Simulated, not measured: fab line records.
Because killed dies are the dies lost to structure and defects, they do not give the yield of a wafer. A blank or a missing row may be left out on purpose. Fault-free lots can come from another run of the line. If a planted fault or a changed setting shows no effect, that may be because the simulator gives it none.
Which of the tools did it?	flow nand-harc	Sampling: 24 lots, 72 wafers, 6 of 1302 route steps

## WHAT THE GAUGES SHOWED, per wafer
The record holds no reading of a measuring or inspecting step that can be judged against a usual standard deviation.

## EACH LOT AND THE TOOL THAT RAN IT (in order: tool; ch and the chambers of the sampled wafers; start)
lot	NHARC_A_CONTACT_ETCH_126	NHARC_A_CONTACT_ETCH_97	NHARC_A_CONTACT_DEP_85	NHARC_A_CONTACT_DESCUM_13	NHARC_A_CONTACT_ETCH_135	NHARC_A_CONTACT_ETCH_138
L075	har-cap-etch-03 ch 0,1, day 22 05:53	rie-diel-07 ch 0,1,3, day 22 08:02	pecvd-03 ch 0,1, day 22 14:56	rie-diel-04 ch 0,1,2, day 22 15:44	har-cap-etch-03 ch 0,1, day 22 17:10	har-cap-etch-03 ch 0,1, day 22 17:59
L074	har-cap-etch-01 ch 0,1, day 22 13:49	rie-diel-11 ch 0,1,3, day 22 23:01 or earlier	pecvd-01 ch 1,2, day 22 23:01	rie-diel-07 ch 1,2,3, day 22 23:46	har-cap-etch-02 ch 0,1, day 23 01:20	har-cap-etch-02 ch 0,1, day 23 02:25
L076	har-cap-etch-01 ch 0,1, day 23 07:16	rie-diel-07 ch 2,3, day 23 12:14 or earlier	pecvd-03 ch 0,2, day 23 12:14	rie-diel-07 ch 0,1,3, day 23 13:23	har-cap-etch-02 ch 0,1, day 23 15:10	har-cap-etch-02 ch 0,1, day 23 16:15
L077	har-cap-etch-01 ch 0,1, day 23 14:06	rie-diel-07 ch 0,1,3, day 23 16:18	pecvd-01 ch 0,1,2, day 23 21:25	rie-diel-04 ch 1,2,3, day 23 22:13	har-cap-etch-03 ch 0,1, day 24 00:15	har-cap-etch-03 ch 0,1, day 24 01:04
L078	har-cap-etch-03 ch 0,1, day 23 20:25	rie-diel-11 ch 1,2, day 24 05:53 or earlier	pecvd-01 ch 0,1,2, day 24 05:53	rie-diel-07 ch 0,1, day 24 06:35	har-cap-etch-03 ch 0,1, day 24 08:02	har-cap-etch-03 ch 0,1, day 24 08:51
L080	har-cap-etch-01 ch 0,1, day 24 13:22	rie-diel-11 ch 0,2,3, day 24 18:55 or earlier	pecvd-03 ch 0,1, day 24 18:55	rie-diel-07 ch 0,1,2, day 24 19:50	har-cap-etch-01 ch 0,1, day 24 21:09	har-cap-etch-01 ch 0,1, day 24 21:58
L079	har-cap-etch-03 ch 0,1, day 24 16:34	rie-diel-07 ch 1,2,3, day 24 21:58 or earlier	pecvd-03 ch 0,1,2, day 24 21:58	rie-diel-04 ch 0,1,3, day 24 22:53	har-cap-etch-02 ch 0,1, day 25 00:16	har-cap-etch-02 ch 0,1, day 25 01:05
L081	har-cap-etch-03 ch 0,1, day 25 01:01	rie-diel-07 ch 0,1,3, day 25 05:55 or earlier	pecvd-02 ch 0,1,2, day 25 05:55	rie-diel-07 ch 0,2,3, day 25 06:42	har-cap-etch-02 ch 0,1, day 25 08:14	har-cap-etch-02 ch 0,1, day 25 09:03
L082	har-cap-etch-03 ch 0,1, day 25 15:52	rie-diel-11 ch 0,2,3, day 25 22:37 or earlier	pecvd-01 ch 0,1,2, day 25 22:37	rie-diel-07 ch 0,2,3, day 25 23:30	har-cap-etch-03 ch 1, day 26 01:02	har-cap-etch-03 ch 1, day 26 01:50
L086	har-cap-etch-02 ch 0,1, day 26 06:35	rie-diel-11 ch 2,3, day 26 12:46 or earlier	pecvd-01 ch 0,1,2, day 26 12:46	rie-diel-07 ch 0,3, day 26 13:30	har-cap-etch-02 ch 0,1, day 26 15:30	har-cap-etch-02 ch 0,1, day 26 16:19
L083	har-cap-etch-03 ch 0,1, day 26 09:58	rie-diel-04 ch 0,1,2, day 26 15:29 or earlier	pecvd-02 ch 0,2, day 26 15:29	rie-diel-07 ch 0,3, day 26 17:06	har-cap-etch-01 ch 0,1, day 26 19:24	har-cap-etch-01 ch 0,1, day 26 20:13
L084	har-cap-etch-03 ch 0,1, day 26 17:42	rie-diel-04 ch 0,3, day 27 04:27 or earlier	pecvd-02 ch 0,2, day 27 04:27	rie-diel-11 ch 0,1,3, day 27 05:23	har-cap-etch-01 ch 0,1, day 27 06:56	har-cap-etch-01 ch 0,1, day 27 07:45
L085	har-cap-etch-02 ch 0,1, day 27 05:38	rie-diel-07 ch 1,2,3, day 27 10:35 or earlier	pecvd-02 ch 0,2, day 27 10:35	rie-diel-11 ch 0,1,2, day 27 11:27	har-cap-etch-01 ch 0,1, day 27 13:32	har-cap-etch-01 ch 0,1, day 27 14:21
L087	har-cap-etch-03 ch 0,1, day 27 16:30	rie-diel-07 ch 1,2,3, day 27 23:39 or earlier	pecvd-01 ch 0,2, day 27 23:39	rie-diel-07 ch 0,1,3, day 28 00:34	har-cap-etch-01 ch 0,1, day 28 01:54	har-cap-etch-01 ch 0,1, day 28 02:43
L089	har-cap-etch-02 ch 0,1, day 28 00:26	rie-diel-04 ch 0,1,2, day 28 05:26 or earlier	pecvd-03 ch 0,2, day 28 05:26	rie-diel-11 ch 1,2, day 28 06:21	har-cap-etch-02 ch 0,1, day 28 07:40	har-cap-etch-02 ch 0,1, day 28 08:29
L088	har-cap-etch-01 ch 0,1, day 28 09:25	rie-diel-07 ch 2,3, day 28 14:22 or earlier	pecvd-01 ch 0,1,2, day 28 14:22	rie-diel-07 ch 0,1,3, day 28 15:06	har-cap-etch-02 ch 0,1, day 28 16:31	har-cap-etch-02 ch 0,1, day 28 17:20
L090	har-cap-etch-03 ch 0,1, day 28 12:14	rie-diel-07 ch 0,2,3, day 28 18:47 or earlier	pecvd-01 ch 0,1,2, day 28 18:47	rie-diel-11 ch 0,2,3, day 28 19:50	har-cap-etch-02 ch 0,1, day 28 21:47	har-cap-etch-02 ch 0,1, day 28 22:35
L092	har-cap-etch-02 ch 0,1, day 29 06:58	rie-diel-11 ch 0,3, day 29 12:29 or earlier	pecvd-03 ch 0,1,2, day 29 12:29	rie-diel-07 ch 0,2,3, day 29 13:17	har-cap-etch-01 ch 0,1, day 29 14:35	har-cap-etch-01 ch 0,1, day 29 15:24
L091	har-cap-etch-03 ch 0,1, day 29 10:19	rie-diel-07 ch 0,1,3, day 29 15:45 or earlier	pecvd-02 ch 0,1, day 29 15:45	rie-diel-07 ch 0,1,3, day 29 16:44	har-cap-etch-03 ch 0,1, day 29 18:10	har-cap-etch-03 ch 0,1, day 29 18:59
L093	har-cap-etch-02 ch 0,1, day 29 16:26	rie-diel-11 ch 0,1,3, day 29 21:58 or earlier	pecvd-03 ch 0,1,2, day 29 21:58	rie-diel-04 ch 0,1,2, day 29 22:53	har-cap-etch-02 ch 0,1, day 30 00:13	har-cap-etch-02 ch 0,1, day 30 01:02
L094	har-cap-etch-01 ch 0,1, day 30 05:50	rie-diel-07 ch 0,1, day 30 13:25 or earlier	pecvd-03 ch 1,2, day 30 13:25	rie-diel-04 ch 0,2, day 30 14:21	har-cap-etch-01 ch 0,1, day 30 15:49	har-cap-etch-01 ch 0,1, day 30 16:37
L095	har-cap-etch-02 ch 0,1, day 30 10:50	rie-diel-11 ch 0,2,3, day 30 15:49 or earlier	pecvd-03 ch 0,1,2, day 30 15:49	rie-diel-07 ch 0,1,2, day 30 16:36	har-cap-etch-02 ch 0,1, day 30 17:56	har-cap-etch-02 ch 0,1, day 30 18:44
L096	har-cap-etch-03 ch 0,1, day 31 00:07	rie-diel-07 ch 0,1,2, day 31 05:04 or earlier	pecvd-02 ch 0,2, day 31 05:04	rie-diel-07 ch 0,1,2, day 31 06:01	har-cap-etch-02 ch 0,1, day 31 07:24	har-cap-etch-02 ch 0,1, day 31 08:29
L097	har-cap-etch-01 ch 0,1, day 32 03:54	rie-diel-11 ch 0,3, day 32 14:32 or earlier	pecvd-01 ch 1,2, day 32 14:32	rie-diel-07 ch 2,3, day 32 15:15	har-cap-etch-01 ch 0,1, day 32 16:35	har-cap-etch-01 ch 0,1, day 32 17:23
- NHARC_A_CONTACT_ETCH_126: etches the open film in C4F8/O2/Ar, time 197 s, target depth 1918 nm.
- NHARC_A_CONTACT_ETCH_97: etches the open film in C4F6/O2, target depth 20 nm, time 10 s.
- NHARC_A_CONTACT_DEP_85: deposits SiON, target thk 60 nm.
- NHARC_A_CONTACT_DESCUM_13: chemistry O2, time 3 s.
- NHARC_A_CONTACT_ETCH_135: etches the open film in C4F8/O2/Ar, time 311 s, target depth 1912 nm.
- NHARC_A_CONTACT_ETCH_138: etches the open film in C4F8/O2/Ar, time 311 s, target depth 1914 nm.

## WHAT THE TOOLS THEMSELVES READ (means of the sampled wafers that have a number; where no wafer has one, the mark that the record gives instead)
NHARC_A_CONTACT_ETCH_97. Usual: drypump-motor-current-A 5.6 A, standard deviation 0.45; oes-product-au 0.956 a.u., standard deviation 0.022; rf-vpp-V 547 V, standard deviation 3.4; showerhead-plenum-p-Torr 3.96 Torr, standard deviation 0.16; throttle-valve-pct 26.904 %, standard deviation 0.0091.
lot	tool	drypump-motor-current-A (A)	oes-product-au (a.u.)	rf-vpp-V (V)	showerhead-plenum-p-Torr (Torr)	throttle-valve-pct (%)	flag
L075	rie-diel-07	5.5	0.959	549	4.04	26.914	
L074	rie-diel-11	5.6	0.945	545	3.82	26.901	
L076	rie-diel-07	5.7	0.946	548	3.94	26.907	
L077	rie-diel-07	5.5	0.947	550	4.03	26.903	
L078	rie-diel-11	5.8	0.959	543	3.76	26.904	
L080	rie-diel-11	5.5	0.952	544	3.79	26.907	
L079	rie-diel-07	5.8	0.952	548	4.03	26.909	
L081	rie-diel-07	5.5	0.946	550	4.03	26.914	
L082	rie-diel-11	5.5	0.946	545	3.79	26.909	
L086	rie-diel-11	5.5	0.940	544	3.82	26.899	
L083	rie-diel-04	5.7	0.995	549	4.06	26.902	
L084	rie-diel-04	5.4	0.940	552	4.19	26.903	
L085	rie-diel-07	5.7	0.945	548	4.02	26.901	
L087	rie-diel-07	5.8	0.945	549	4.02	26.907	
L089	rie-diel-04	5.7	0.941	549	4.05	26.909	
L088	rie-diel-07	5.8	0.991	548	3.98	26.893	
L090	rie-diel-07	5.4	0.994	547	3.94	26.906	
L092	rie-diel-11	5.4	0.949	551	4.13	26.909	
L091	rie-diel-07	5.5	0.939	549	4.02	26.916	
L093	rie-diel-11	5.6	1.003	547	3.98	26.906	
L094	rie-diel-07	5.1	0.941	547	3.99	26.913	
L095	rie-diel-11	5.5	0.937	548	3.96	26.904	
L096	rie-diel-07	5.3	0.949	548	3.97	26.899	
L097	rie-diel-11	5.3	0.927	549	4.03	26.899	

NHARC_A_CONTACT_DEP_85. Usual: heater-power-w at 716 W, with a standard deviation of 81.
lot	tool	heater-power-w (W)	flag
L075	pecvd-03	794	
L074	pecvd-01	703	
L076	pecvd-03	747	
L077	pecvd-01	717	
L078	pecvd-01	658	
L080	pecvd-03	795	
L079	pecvd-03	769	
L081	pecvd-02	691	
L082	pecvd-01	673	
L086	pecvd-01	693	
L083	pecvd-02	608	
L084	pecvd-02	651	
L085	pecvd-02	617	
L087	pecvd-01	722	
L089	pecvd-03	828	
L088	pecvd-01	745	
L090	pecvd-01	753	
L092	pecvd-03	807	
L091	pecvd-02	673	
L093	pecvd-03	786	
L094	pecvd-03	687	
L095	pecvd-03	796	
L096	pecvd-02	671	
L097	pecvd-01	695	

NHARC_A_CONTACT_DESCUM_13. Usual: drypump-motor-current-A 5.5 A, standard deviation 0.45; oes-product-au 0.997 a.u., standard deviation 0.013; rf-vpp-V 57.9 V, standard deviation 0.94; showerhead-plenum-p-Torr 1.95 Torr, standard deviation 0.075; throttle-valve-pct 11.311 %, standard deviation 0.0088.
lot	tool	drypump-motor-current-A (A)	oes-product-au (a.u.)	rf-vpp-V (V)	showerhead-plenum-p-Torr (Torr)	throttle-valve-pct (%)	flag
L075	rie-diel-04	5.6	1.001	57.9	2.00	11.309	
L074	rie-diel-07	5.7	1.000	57.8	1.97	11.306	
L076	rie-diel-07	5.5	1.003	58.2	1.97	11.312	
L077	rie-diel-04	5.5	0.995	57.9	2.00	11.305	
L078	rie-diel-07	5.4	0.997	57.8	1.99	11.316	
L080	rie-diel-07	5.3	0.997	58.6	1.95	11.314	
L079	rie-diel-04	5.6	0.982	58.3	2.06	11.307	
L081	rie-diel-07	5.4	1.004	57.5	1.93	11.311	
L082	rie-diel-07	5.4	0.995	57.5	1.93	11.316	
L086	rie-diel-07	5.1	0.995	58.0	1.93	11.314	
L083	rie-diel-07	5.1	0.986	58.1	1.93	11.310	
L084	rie-diel-11	5.6	1.004	58.3	1.95	11.312	
L085	rie-diel-11	5.8	1.003	58.6	1.90	11.305	
L087	rie-diel-07	5.5	0.998	57.5	1.97	11.311	
L089	rie-diel-11	6.0	1.010	57.4	1.82	11.310	
L088	rie-diel-07	5.4	0.989	58.6	1.97	11.311	
L090	rie-diel-11	5.4	0.990	58.4	1.94	11.305	
L092	rie-diel-07	5.4	0.995	58.5	1.92	11.315	
L091	rie-diel-07	5.5	0.984	57.9	1.97	11.311	
L093	rie-diel-04	5.6	0.985	57.2	1.98	11.308	
L094	rie-diel-04	5.4	1.002	56.6	1.93	11.302	
L095	rie-diel-07	5.3	1.005	58.2	1.94	11.307	
L096	rie-diel-07	5.3	0.998	58.0	1.94	11.313	
L097	rie-diel-07	5.7	1.012	58.5	1.91	11.312	

## THE ANSWER, worked out from the rows above alone
Rule: take the mean of a lot's wafers that have a number; if it is more than 3 standard deviations from the usual mean, the lot is off. A lot without any number at a reading at which 4 lots or more have one is off too. Where the step has rows for the other lots, those lots are counted as sound. Order of review: gauges by route order, followed by the tools' own readings, for which a lot's mean as printed above is used. At the first step where some lot is off, the reading lying furthest off is the one used; lots without a number count as furthest.
Nothing can be told from this: no lot is off at any reading shown.

## WHAT THE SIMULATOR HAD INSERTED
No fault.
